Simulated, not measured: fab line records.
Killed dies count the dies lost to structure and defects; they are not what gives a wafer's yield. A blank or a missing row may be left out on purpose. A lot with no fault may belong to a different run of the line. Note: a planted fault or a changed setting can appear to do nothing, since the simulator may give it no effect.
Matching of chambers / flow nand_harc / 4 sister chambers for NHARC_A_CHANNEL_FILL_D1_ALD_14 on ald_hk-02
The step deposits SiO2, target thk 2.5 nm, pulse time 10 s, ald cycles 25. 14 wafers are shown with their chamber, then 7 later ones without.

== WAFERS, EACH WITH ITS CHAMBER ==
wafer=L746.2; chamber=0; heater_power_w (W)=422; precursor_pulse_height_rel=1.044
wafer=L746.3; chamber=3; heater_power_w (W)=516; precursor_pulse_height_rel=0.992
wafer=L746.6; chamber=2; heater_power_w (W)=585; precursor_pulse_height_rel=1.006
wafer=L747.1; chamber=3; heater_power_w (W)=530; precursor_pulse_height_rel=1.000
wafer=L747.2; chamber=1; heater_power_w (W)=443; precursor_pulse_height_rel=1.043
wafer=L747.3; chamber=0; heater_power_w (W)=419; precursor_pulse_height_rel=1.028
wafer=L760.2; chamber=3; heater_power_w (W)=528; precursor_pulse_height_rel=0.978
wafer=L760.3; chamber=1; heater_power_w (W)=446; precursor_pulse_height_rel=1.000
wafer=L760.4; chamber=0; heater_power_w (W)=430; precursor_pulse_height_rel=1.032
wafer=L761.1; chamber=3; heater_power_w (W)=486; precursor_pulse_height_rel=0.971
wafer=L761.2; chamber=0; heater_power_w (W)=419; precursor_pulse_height_rel=1.025
wafer=L761.6; chamber=2; heater_power_w (W)=619; precursor_pulse_height_rel=0.993
wafer=L764.3; chamber=0; heater_power_w (W)=409; precursor_pulse_height_rel=1.018
wafer=L764.4; chamber=1; heater_power_w (W)=440; precursor_pulse_height_rel=0.990

SIGNATURES (means of the wafers above)
reading=heater_power_w; chamber 0=419.80; chamber 1=443.00; chamber 2=602.00; chamber 3=515.00; scatter within a chamber=14.3
reading=precursor_pulse_height_rel; chamber 0=1.02940; chamber 1=1.01100; chamber 2=0.99950; chamber 3=0.98525; scatter within a chamber=0.016
Rule: a wafer lies at a distance from a chamber equal to the root of the sum of squares, over the readings, of (its reading less the chamber's mean, divided by the reading's scatter). If the next closest chamber is less than 2 further off than the closest, the wafer can't be placed; otherwise it belongs to the closest. The scatter: the root of (the sum of the squares of (reading less its chamber's mean) over the shown wafers, divided by (wafers less chambers)).

== WAFERS WITH NO CHAMBER GIVEN ==
wafer=L764.5; heater_power_w (W)=417; precursor_pulse_height_rel=1.024
wafer=L766.4; heater_power_w (W)=488; precursor_pulse_height_rel=0.978
wafer=L766.5; heater_power_w (W)=440; precursor_pulse_height_rel=1.005
wafer=L766.6; heater_power_w (W)=415; precursor_pulse_height_rel=1.013
wafer=L767.1; heater_power_w (W)=441; precursor_pulse_height_rel=1.016
wafer=L767.2; heater_power_w (W)=494; precursor_pulse_height_rel=0.994
wafer=L767.5; heater_power_w (W)=628; precursor_pulse_height_rel=0.983

== THE CHAMBER EACH PASSED THROUGH ==
wafer=L764.5; from the rows above=can't be placed: 0 or 1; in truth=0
wafer=L766.4; from the rows above=can't be placed: 3 or 1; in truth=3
wafer=L766.5; from the rows above=can't be placed: 1 or 0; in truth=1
wafer=L766.6; from the rows above=can't be placed: 0 or 1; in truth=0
wafer=L767.1; from the rows above=can't be placed: 1 or 0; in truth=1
wafer=L767.2; from the rows above=3; in truth=3
wafer=L767.5; from the rows above=2; in truth=2
Placed correctly: 2 of 7. Can't be placed from these rows: 5 (the true chamber is among the candidates in 5). Number placed wrongly: 0.
